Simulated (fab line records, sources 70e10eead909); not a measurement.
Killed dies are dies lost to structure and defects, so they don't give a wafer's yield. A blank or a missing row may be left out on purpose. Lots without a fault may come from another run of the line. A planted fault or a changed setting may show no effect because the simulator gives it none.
Chamber matching | flow nand_harc | NHARC_P_GATE_DESCUM_48 on rie_diel-09: 4 sister chambers
The step chemistry O2, time 3 s. 8 wafers are shown with their chamber, then 6 later ones without.

WAFERS WITH THEIR CHAMBER
wafer  | chamber | showerhead_plenum_p_Torr (Torr) | drypump_motor_current_A (A)
L577.2 | 3       | 1.96                            | 6.10
L577.5 | 3       | 1.96                            | 6.09
L589.4 | 0       | 1.82                            | 5.75
L589.5 | 2       | 1.78                            | 6.01
L589.6 | 1       | 1.82                            | 5.49
L588.1 | 1       | 1.81                            | 5.48
L588.2 | 2       | 1.78                            | 6.01
L588.4 | 0       | 1.82                            | 5.81

WAFERS WITHOUT THEIR CHAMBER
wafer  | showerhead_plenum_p_Torr (Torr) | drypump_motor_current_A (A)
L596.3 | 1.82                            | 5.77
L596.5 | 1.82                            | 5.78
L596.6 | 1.81                            | 5.49
L597.1 | 1.77                            | 6.00
L597.2 | 1.95                            | 6.08
L597.4 | 1.81                            | 5.45

WHICH CHAMBER EACH WENT THROUGH
wafer  | from the rows above | in truth
L596.3 | 0                   | 0
L596.5 | 0                   | 0
L596.6 | 1                   | 1
L597.1 | 2                   | 2
L597.2 | 3                   | 3
L597.4 | 1                   | 1
Placed correctly: 6 of 6. Can't be placed from these rows: 0. Placed wrongly: 0.
How it was worked out, from the rows above alone: a wafer's distance from a chamber is the root of the sum, over the readings, of the square of ((its reading less the chamber's mean) divided by the reading's scatter). The wafer belongs to the nearest chamber; if the next one is less than 2 further off, it can't be placed. A chamber's mean is the mean of its shown wafers. The scatter: the root of (the sum of the squares of (reading less its chamber's mean) over the shown wafers, divided by (wafers less chambers)).
